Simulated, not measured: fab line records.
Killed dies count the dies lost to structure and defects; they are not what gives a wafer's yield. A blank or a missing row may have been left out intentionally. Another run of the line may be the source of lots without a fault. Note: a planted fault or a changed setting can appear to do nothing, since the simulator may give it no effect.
Which tool was responsible? | flow nandHarc | 12 lots with 36 wafers sampled at 5 steps, on a route of 1302 steps

## WHAT THE GAUGES SHOWED, per wafer
NHARC_A_BONDPAD_THK_MEAS_20: measures by xrf. Usual: thkNm 170.0 nm, standard deviation 1.4.
lot  | measured     | on           | thkNm (nm)        | flag
L188 | day 23 16:28 | filmMetro-01 | 170.7 172.5 169.5 | 
L191 | day 24 21:35 | filmMetro-02 | 172.1 170.3 170.0 | 
L192 | day 24 22:41 | filmMetro-02 | 171.4 170.5 171.5 | 
L195 | day 26 06:05 | filmMetro-02 | 167.8 167.7 170.1 | 
L196 | day 27 00:41 | filmMetro-02 | 171.0 171.7 170.0 | 
L197 | day 27 01:20 | filmMetro-01 | 171.4 170.4 167.8 | 
L199 | day 27 18:51 | filmMetro-01 | 169.4 169.2 169.8 | 
L202 | day 28 16:35 | filmMetro-01 | 173.0 171.1 170.2 | 
L201 | day 28 17:10 | filmMetro-01 | 170.4 171.6 173.0 | 
L203 | day 28 18:00 | filmMetro-01 | 168.9 168.8 168.9 | 
L205 | day 29 08:01 | filmMetro-02 | 169.3 170.0 170.7 | 
L204 | day 29 13:11 | filmMetro-02 | 171.3 169.5 168.7 | 

NHARC_END_SORT_01. Usual: defectLimitedYield 91 % (standard deviation 3.1); killedAtArray 56 (standard deviation 21); killedAtOther 1.2 (standard deviation 1.6); killedAtPeriphery 3.7 (standard deviation 2.5); killedDies 61 (standard deviation 21); killedOpen 3.1 (standard deviation 1.8); killedShort 2.8 (standard deviation 1.7).
lot  | measured     | on        | defectLimitedYield (%) | killedAtArray | killedAtOther | killedAtPeriphery | killedDies  | killedOpen | killedShort | flag
L188 | day 24 23:42 | prober-02 | 92 94 93               | 52 39 47      | 2 1 0         | 1 2 1             | 55 42 48    | 2 2 4      | 6 2 2       | 
L191 | day 26 09:13 | prober-02 | 96 96 94               | 23 23 30      | 0 0 1         | 4 4 7             | 27 27 38    | 8 3 7      | 3 4 2       | 
L192 | day 26 00:51 | prober-01 | 88 91 90               | 82 57 66      | 1 2 4         | 1 2 1             | 84 61 71    | 5 2 1      | 1 3 2       | 
L195 | day 27 10:53 | prober-02 | 89 87 90               | 69 81 65      | 1 6 4         | 6 4 2             | 76 91 71    | 1 5 5      | 3 2 2       | 
L196 | day 28 04:38 | prober-02 | 91 91 90               | 52 57 68      | 4 0 1         | 4 3 1             | 60 60 70    | 7 2 3      | 0 2 4       | 
L197 | day 28 06:11 | prober-01 | 87 90 87               | 75 65 88      | 4 0 1         | 6 2 1             | 85 67 90    | 2 2 1      | 3 2 3       | 
L199 | day 29 01:17 | prober-02 | 91 93 93               | 47 47 42      | 3 0 0         | 8 2 5             | 58 49 47    | 5 0 2      | 4 2 3       | 
L202 | day 30 02:55 | prober-02 | 90 87 87               | 69 87 87      | 0 2 1         | 2 1 2             | 71 90 90    | 2 2 5      | 1 5 4       | 
L201 | day 29 19:11 | prober-02 | 96 96 97               | 20 23 22      | 0 0 0         | 4 1 1             | 24 24 23    | 6 2 7      | 2 3 2       | 
L203 | day 30 03:07 | prober-01 | 0 0 0                  | 68 70 72      | 608 606 602   | 1 1 3             | 677 677 677 | 2 4 0      | 4 1 3       | OFF
L205 | day 30 16:14 | prober-01 | 0 0 0                  | 62 85 74      | 609 585 594   | 6 7 9             | 677 677 677 | 2 3 3      | 3 5 6       | OFF
L204 | day 30 15:24 | prober-02 | 0 0 0                  | 34 36 22      | 633 632 644   | 10 9 11           | 677 677 677 | 5 5 1      | 3 3 2       | OFF

## TOOL THAT RAN EACH LOT (tool first, then ch and the chambers of the sampled wafers, then the start)
lot  | NHARC_A_BONDPAD_STRIP_15          | NHARC_THIN_TSV_ETCH_15          | NHARC_THIN_TSV_STRIP_62
L188 | rieDiel-02 ch 0,2,3, day 23 14:28 | rieSi-01 ch 0,2,3, day 24 07:55 | plasmaAsher-01 ch 0,1, day 24 09:43
L191 | rieDiel-12 ch 0,1, day 24 19:39   | rieSi-04 ch 0,2,3, day 25 11:42 | plasmaAsher-02 ch 0,1, day 25 13:30
L192 | rieDiel-12 ch 2,3, day 24 20:43   | rieSi-06 ch 0,2,3, day 25 10:32 | plasmaAsher-02 ch 0,1, day 25 12:18
L195 | rieDiel-12 ch 1,2,3, day 26 04:07 | rieSi-06 ch 0,1,3, day 26 19:58 | plasmaAsher-02 ch 0,1, day 26 21:43
L196 | rieDiel-13 ch 0,1,2, day 26 22:43 | rieSi-04 ch 0,1, day 27 15:09   | plasmaAsher-02 ch 0,1, day 27 16:56
L197 | rieDiel-02 ch 1,3, day 26 23:22   | rieSi-06 ch 1,2,3, day 27 13:56 | plasmaAsher-02 ch 0,1, day 27 16:06
L199 | rieDiel-02 ch 0,1,3, day 27 16:51 | rieSi-01 ch 0,1,2, day 28 08:21 | plasmaAsher-01 ch 0,1, day 28 10:31
L202 | rieDiel-13 ch 0,1, day 28 14:37   | rieSi-04 ch 1,2,3, day 29 05:26 | plasmaAsher-02 ch 0,1, day 29 07:14
L201 | rieDiel-12 ch 1,2, day 28 15:08   | rieSi-06 ch 0,1, day 29 06:40   | plasmaAsher-02 ch 0,1, day 29 08:28
L203 | rieDiel-12 ch 0,2,3, day 28 16:02 | rieSi-04 ch 0,1,2, day 29 08:31 | plasmaAsher-02 ch 0,1, day 29 10:17
L205 | rieDiel-02 ch 0,2,3, day 29 06:04 | rieSi-06 ch 0,1,3, day 30 02:22 | plasmaAsher-02 ch 0,1, day 30 04:08
L204 | rieDiel-12 ch 1,2,3, day 29 11:14 | rieSi-01 ch 0,1,2, day 30 01:01 | plasmaAsher-01 ch 0,1, day 30 02:46
- NHARC_A_BONDPAD_STRIP_15: strips in O2.
- NHARC_THIN_TSV_ETCH_15: target depth 3000 nm, bosch target overetch cycles 2, bosch etch step 2.8 s.
- NHARC_THIN_TSV_STRIP_62: strips in N2/H2, time 20 s.

## AS READ BY THE TOOLS THEMSELVES (means over the sampled wafers that have a number; for cases with no such wafer, the mark the record gives instead)
NHARC_A_BONDPAD_STRIP_15. Usual: drypumpMotorCurrentA 6.05 A, standard deviation 0.24; o2FlowSccm 500.0 sccm, standard deviation 1.5; oesProductAu 1.002 a.u., standard deviation 0.0076; rfVppV 57.9 V, standard deviation 0.92; showerheadPlenumPTorr 3.57 Torr, standard deviation 0.18; throttleValvePct 17.036 %, standard deviation 0.009.
lot  | tool       | drypumpMotorCurrentA (A) | o2FlowSccm (sccm) | oesProductAu (a.u.) | rfVppV (V) | showerheadPlenumPTorr (Torr) | throttleValvePct (%) | flag
L188 | rieDiel-02 | 6.07                     | 501.5             | 1.005               | 58.6       | 3.58                         | 17.042               | 
L191 | rieDiel-12 | 6.06                     | 500.3             | 0.989               | 57.5       | 3.47                         | 17.037               | 
L192 | rieDiel-12 | 5.85                     | 499.8             | 1.004               | 58.4       | 3.52                         | 17.035               | 
L195 | rieDiel-12 | 5.96                     | 500.9             | 1.004               | 58.1       | 3.60                         | 17.042               | 
L196 | rieDiel-13 | 6.37                     | 500.7             | 0.994               | 57.9       | 3.57                         | 17.037               | 
L197 | rieDiel-02 | 5.90                     | 500.4             | 1.006               | 58.0       | 3.61                         | 17.037               | 
L199 | rieDiel-02 | 5.95                     | 500.1             | 1.004               | 58.0       | 3.61                         | 17.045               | 
L202 | rieDiel-13 | 6.42                     | 499.3             | 0.996               | 58.1       | 3.52                         | 17.033               | 
L201 | rieDiel-12 | 6.06                     | 499.7             | 1.000               | 58.3       | 3.68                         | 17.042               | 
L203 | rieDiel-12 | 5.88                     | 498.9             | 1.004               | 58.3       | 3.50                         | 17.040               | 
L205 | rieDiel-02 | 6.09                     | 498.8             | 1.002               | 57.3       | 3.57                         | 17.028               | 
L204 | rieDiel-12 | 5.96                     | 499.3             | 0.987               | 57.8       | 3.60                         | 17.031               | 

NHARC_THIN_TSV_ETCH_15. Usual: drypumpMotorCurrentA 5.8 A, standard deviation 0.37.
lot  | tool     | drypumpMotorCurrentA (A) | flag
L188 | rieSi-01 | 5.8                      | 
L191 | rieSi-04 | 5.9                      | 
L192 | rieSi-06 | 5.6                      | 
L195 | rieSi-06 | 5.8                      | 
L196 | rieSi-04 | 6.0                      | 
L197 | rieSi-06 | 5.8                      | 
L199 | rieSi-01 | 5.8                      | 
L202 | rieSi-04 | 5.8                      | 
L201 | rieSi-06 | 5.6                      | 
L203 | rieSi-04 | -                        | OFF
L205 | rieSi-06 | -                        | OFF
L204 | rieSi-01 | -                        | OFF

NHARC_THIN_TSV_STRIP_62. Usual: drypumpMotorCurrentA 6.05 A, standard deviation 0.22; heaterPowerW 348 W, standard deviation 28; rfReflPowerW 22 W, standard deviation 4.9.
lot  | tool           | drypumpMotorCurrentA (A) | heaterPowerW (W) | rfReflPowerW (W) | flag
L188 | plasmaAsher-01 | 5.85                     | 373              | 18               | 
L191 | plasmaAsher-02 | 6.25                     | 327              | 25               | 
L192 | plasmaAsher-02 | 6.29                     | 324              | 25               | 
L195 | plasmaAsher-02 | 6.17                     | 331              | -                | OFF
L196 | plasmaAsher-02 | 6.19                     | 336              | 22               | 
L197 | plasmaAsher-02 | 6.16                     | 332              | 22               | 
L199 | plasmaAsher-01 | 5.85                     | 381              | 18               | 
L202 | plasmaAsher-02 | 6.18                     | 331              | 22               | 
L201 | plasmaAsher-02 | 6.17                     | 332              | -                | OFF
L203 | plasmaAsher-02 | 6.29                     | 319              | -                | OFF
L205 | plasmaAsher-02 | 6.25                     | 321              | 25               | 
L204 | plasmaAsher-01 | 5.86                     | 370              | 21               | 

## THE ANSWER, worked out from the rows above alone
Rule: a lot counts as off when the mean over its wafers that have a number is more than 3 standard deviations away from the usual mean. Also off: a lot with no number at a reading for which 4 or more lots have one. Where the step has rows for the other lots, those lots are counted as sound. Order of review: gauges by route order, followed by the tools' own readings, for which a lot's mean as printed above is used. The first step at which some lot is off is used, and at that step the reading that is off furthest; a lot without a number counts as furthest.
Off: L203, L205, L204, at NHARC_END_SORT_01 (killedAtOther).
If a tool, at a process step before that reading, ran all the lots that are off and no sound lot after the first of them, it fits. Not tried: the gauges at NHARC_END_SORT_01; whatever is off there is also off at NHARC_THIN_TSV_ETCH_15, on other tools, and gauge error can't account for it. None of those tried fits.

## WHAT WAS PUT IN BY THE SIMULATOR
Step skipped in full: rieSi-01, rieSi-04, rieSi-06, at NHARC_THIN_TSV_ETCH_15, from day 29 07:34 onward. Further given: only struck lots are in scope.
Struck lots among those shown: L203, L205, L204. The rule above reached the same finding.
